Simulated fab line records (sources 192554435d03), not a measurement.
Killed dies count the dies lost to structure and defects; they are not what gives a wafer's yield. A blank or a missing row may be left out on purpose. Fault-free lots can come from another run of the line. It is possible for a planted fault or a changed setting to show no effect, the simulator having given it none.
Chamber matching / flow n5 finfet / N5_BEOL_M9_ILD_DEP_00 on pecvd-03 has 3 sister chambers
The step deposits SiCOH lowk from DEMS/porogen, target thk 308.51 nm, time 58 s. 3 wafers are shown with their chamber, then 8 later ones without.

## WAFERS, EACH WITH ITS CHAMBER
wafer=L082.3; chamber=2; throttle valve pct (%)=13.0
wafer=L082.4; chamber=1; throttle valve pct (%)=14.1
wafer=L083.1; chamber=0; throttle valve pct (%)=13.4

## WAFERS MISSING THEIR CHAMBER
wafer=L083.2; throttle valve pct (%)=13.9
wafer=L083.4; throttle valve pct (%)=12.8
wafer=L086.2; throttle valve pct (%)=12.5
wafer=L086.4; throttle valve pct (%)=13.1
wafer=L086.6; throttle valve pct (%)=13.3
wafer=L095.4; throttle valve pct (%)=13.1
wafer=L095.5; throttle valve pct (%)=14.2
wafer=L095.6; throttle valve pct (%)=13.7

## WHICH CHAMBER EACH ONE RAN IN
wafer=L083.2; from the rows above=can't be placed: 1 or 0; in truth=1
wafer=L083.4; from the rows above=can't be placed: 2 or 0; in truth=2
wafer=L086.2; from the rows above=can't be placed: 2 or 0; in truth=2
wafer=L086.4; from the rows above=can't be placed: 2 or 0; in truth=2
wafer=L086.6; from the rows above=can't be placed: 0 or 2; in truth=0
wafer=L095.4; from the rows above=can't be placed: 2 or 0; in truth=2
wafer=L095.5; from the rows above=1; in truth=1
wafer=L095.6; from the rows above=can't be placed: 0 or 1 or 2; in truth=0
1 of 8 placed correctly. Can't be placed from these rows: 7 (the true chamber is among the candidates in 7). Wrongly placed: 0.
How it was worked out, from the rows above alone: a wafer's distance from a chamber is the root of the sum, over the readings, of the square of ((its reading less the chamber's mean) divided by the reading's scatter). The wafer belongs to the nearest chamber; if the next one is less than 2 further off, it can't be placed. The mean given for a chamber averages the wafers shown for that chamber. The scatter: with one shown wafer a chamber, the root of the mean of the squares of how far each hidden wafer lies from its nearest shown one.
